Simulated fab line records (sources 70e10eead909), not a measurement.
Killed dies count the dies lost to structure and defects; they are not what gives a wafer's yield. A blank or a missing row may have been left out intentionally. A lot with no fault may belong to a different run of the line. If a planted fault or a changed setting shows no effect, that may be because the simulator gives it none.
Struck lot and sound lot, side by side :: flow nandHarc :: 21 out of 1159 route steps
Sound: the wafers L249.2, L249.3, L249.5. The struck wafers were L261.3, L261.5, L261.6. Last of all comes the cause.
At each step with rows: each side's tool, then ch and its chambers, then its first start. Under that, the readings that differ: sound wafers :: struck wafers :: difference of the means :: sigmas: that difference in standard deviations of wafers without a fault.
alike: readings whose means differ by less than 2 such deviations, and words and numbers that are the same on both sides. not compared: withheld readings, readings that some wafer has no value for, bounds like >300 that may hide the same value, and numbers for which the record gives no deviation and whose values overlap.
Wherever a step has rows on one side only, a row that says differs or no value, or a row with sigmas, the two part there. Numbers that have no deviation but don't overlap get no sigmas and don't part them. A reading that every wafer of one side lacks parts them only if that side has two wafers or more.

NHARC_A_BLC_CMP_25: polishes, t overpolish 30 s, target thk 150 nm.
  sound on cmp-02 ch 0,1, day 18 02:30; struck on cmp-02 ch 0,1,2, day 21 15:49
  alike: motorCurrentA, overpolishRunS, timeToEndpointS
following that, these wafers have no rows for 1 step: NHARC_A_BLC_SRD_27.
NHARC_A_BLC_INSPECT_28:
  sound: defectInspect-01 at day 18 02:53; struck: defectInspect-02 at day 21 16:10
  alike: rawDefectCount
then, 8 steps without rows for these wafers: NHARC_A_M0_DEP_00 (deposits SiOC, target thk 150 nm); NHARC_A_M0_DEHYDRATE_01 (time 120 s); NHARC_A_M0_HMDS_02 (time 30 s); NHARC_A_M0_COAT_33 (time 65 s); NHARC_A_M0_COAT_03 (resist thk 90 nm); NHARC_A_M0_SOFTBAKE_04 (time 55 s); NHARC_A_M0_EBR_05; NHARC_A_M0_EXPOSE_06 (exposes mask A M0, target cd 80 nm).
NHARC_A_M0_PEB_07: peb time 65 s.
  sound on lithoTrack-06 ch 0, day 18 03:35; struck on lithoTrack-01 ch 0, day 21 16:52
reading: heaterPowerTotalW (W)
sound: 156.2 156.0 157.1
struck: 155.3 154.4 155.2
difference: -1.5
sigmas: -3

reading: plateTempC (C)
sound: 100.12 99.81 99.96
struck: 99.35 99.29 99.41
difference: -0.61
sigmas: -4
then, 1 step without rows for these wafers: NHARC_A_M0_DEVELOP_08 (develop time 35 s).
NHARC_A_M0_CD_MEAS_09 targets a cd of 80 nm.
  sound on cdSem-02 ch 0, day 18 03:40; struck on cdSem-01 ch 0
reading: cdNm (nm)
sound: 80.0 78.8 80.7
struck: 77.6 77.2 77.6
difference: -2.4
sigmas: -4
  not compared: hold
NHARC_A_M0_OVL_MEAS_10: pitch 160 nm.
  sound: overlay-01 at day 18 03:44; struck: overlay-02 at day 21 20:02
reading: hold
sound: - - -
struck: awaitDispo/2.8h/release awaitDispo/2.8h/release awaitDispo/2.8h/release
difference: no value on the sound wafers
sigmas: 

reading: overlayYNm (nm)
sound: -0.8 -0.7 -0.6
struck: 1.0 1.0 1.1
difference: +1.7
sigmas: +2
  alike: overlayXNm
NHARC_A_M0_INSPECT_11:
  sound: defectInspect-02 at day 18 03:47; struck: defectInspect-02 at day 21 20:04
  alike: rawDefectCount
NHARC_A_M0_DESCUM_14: chemistry O2, time 3 s.
  sound on rieDiel-04 ch 0,1,3, day 18 03:52; struck on rieDiel-04 ch 1,2,3, day 21 20:08
reading: model.A_M0.cdNm (nm)
sound: 80.39 79 80.43
struck: 78.2 77.66 77.61
difference: -2.1
sigmas: 
  alike: drypumpMotorCurrentA, oesProductAu, rfVppV, showerheadPlenumPTorr, throttleValvePct
  not compared: rfHoursCounterH
NHARC_A_M0_ETCH_34: etches the open film in N2/H2, target depth 40 nm, overetch 12 nm, time 43.94 s.
  sound on rieDiel-04 ch 0,2, day 18 03:55; struck on rieDiel-04 ch 0,1, day 21 20:13
  alike: drypumpMotorCurrentA, oesProductAu, rfFwdPowerW, rfVppV, showerheadPlenumPTorr, throttleValvePct
  not compared: rfHoursCounterH
NHARC_A_M0_ETCH_15: etches the open film in C4F8/Ar, target depth 150 nm, overetch 15 nm, time 82.5 s.
  sound: rieDiel-04 ch 0,2; struck: rieDiel-04 ch 0,1,2
reading: model.A_M0.cdNm (nm)
sound: 80.67 78.81 80.19
struck: 78.26 77.72 77.53
difference: -2.05
sigmas: 
  alike: oesProductAu, rfFwdPowerW, rfVppV
  not compared: rfHoursCounterH
NHARC_A_M0_CD_MEAS_16:
  sound: cdSem-01 at day 18 04:08; struck: cdSem-01 at day 21 20:43
reading: cdNm (nm)
sound: 80.3 78.6 80.0
struck: 78.2 77.5 77.9
difference: -1.8
sigmas: -2
  not compared: hold
NHARC_END_SORT_01:
  only the struck wafers appear in the record here, on prober-02 ch 0 at day 23 15:36; the sound ones have no rows

== WHERE THEY PART ==
At NHARC_A_M0_PEB_07 first; at NHARC_END_SORT_01 last (within this record only).

WHY: what had been put in by the simulator
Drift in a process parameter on lithoTrack-01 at NHARC_A_M0_PEB_07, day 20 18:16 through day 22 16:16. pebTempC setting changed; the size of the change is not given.
